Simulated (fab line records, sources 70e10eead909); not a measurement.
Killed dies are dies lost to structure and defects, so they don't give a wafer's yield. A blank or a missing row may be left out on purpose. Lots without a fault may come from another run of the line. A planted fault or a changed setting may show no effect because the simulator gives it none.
One fault seen from 3 desks | flow nand_harc | each desk has only its own numbers; what lay behind them comes last

THE TOOL OWNER'S DESK: pecvd_onon-03
The tool's own readings at NHARC_A_ONON_D2_DEP_25 (target thk 1000 nm): means of the sampled wafers that have a number, for each lot that ran on this tool. A lot is out of limits, marked OUT, if its mean lies more than 4 standard deviations from the usual mean; the brackets give that distance.
Columns: A = susceptor_temp_C at NHARC_A_ONON_D2_DEP_25, usual 399.96 C
lot  | first seen here | A
L761 | day 13 06:57    | 399.93
L762 | day 13 16:58    | 399.93
L769 | day 16 10:49    | 400.05
L770 | day 16 16:56    | 399.78
L776 | day 19 23:02    | 400.13
L778 | day 20 09:50    | 400.10
L783 | day 22 17:09    | 400.01
This desk's finding: nothing out of limits on any of the 7 lots.

THE DEFECT DESK
What the inspections along the route counted, lot by lot: means of the sampled wafers that have a number. A lot is out of limits, marked OUT, if its mean lies more than 4 standard deviations from the usual mean; the brackets give that distance.
Columns: A = raw_defect_count at NHARC_A_DECK1_JOINT_INSPECT_05, usual 319
lot  | first seen here | A
L761 | day 12 19:29    | 453
L762 | day 13 05:37    | 447
L763 | day 13 05:38    | 416
L769 | day 15 22:37    | 252
L770 | day 16 04:24    | 256
L774 | day 18 07:10    | 198
L776 | day 19 11:16    | 239
L777 | day 19 11:17    | 419
L778 | day 19 21:58    | 429
L780 | day 21 08:04    | 333
L783 | day 22 05:43    | 222
L782 | day 22 07:22    | 194
This desk's finding: nothing out of limits on any of the 12 lots.

THE METROLOGY DESK
What the gauges read, lot by lot, whatever tool the lot ran on: means of the sampled wafers that have a number. A lot is out of limits, marked OUT, if its mean lies more than 4 standard deviations from the usual mean; the brackets give that distance.
Columns: A = thk_nm at NHARC_A_ONON_D2_THK_MEAS_27, usual 1000 nm
lot  | first seen here | A
L761 | day 13 07:28    | 1007
L762 | day 13 17:29    | 1010
L763 | day 13 17:30    | 1006
L769 | day 16 11:16    | 451 (-55) OUT
L770 | day 16 17:26    | 440 (-56) OUT
L774 | day 18 19:44    | 1002
L776 | day 19 23:32    | 997
L777 | day 19 23:35    | 993
L778 | day 20 10:13    | 987
L780 | day 21 19:59    | 998
L782 | day 22 17:36    | 983
L783 | day 22 17:36    | 1008
This desk's finding: out of limits on L769, L770; first on L769, day 16 11:16 (thk_nm at NHARC_A_ONON_D2_THK_MEAS_27). In limits: L761, L762, L763, L774, L776, L777, L778, L780, L782, L783.

PUT TOGETHER
The metrology desk could have raised an alarm at day 16 11:16, on L769, L770.
The tool owner's desk saw nothing out of limits.
The defect desk saw nothing out of limits.
The tool owner's desk has L769, L770 on record, within its limits.
The defect desk has L769, L770 on record, within its limits.
Of the lots named, all ran NHARC_A_ONON_D2_DEP_25 on pecvd_onon-03.

WHAT THE SIMULATOR HAD PUT IN
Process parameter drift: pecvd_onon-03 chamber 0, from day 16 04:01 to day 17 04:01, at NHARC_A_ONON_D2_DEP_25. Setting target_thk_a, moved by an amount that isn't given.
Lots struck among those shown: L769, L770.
Hours from the fault's start to each desk's first reading out of limits: the metrology desk, 7.
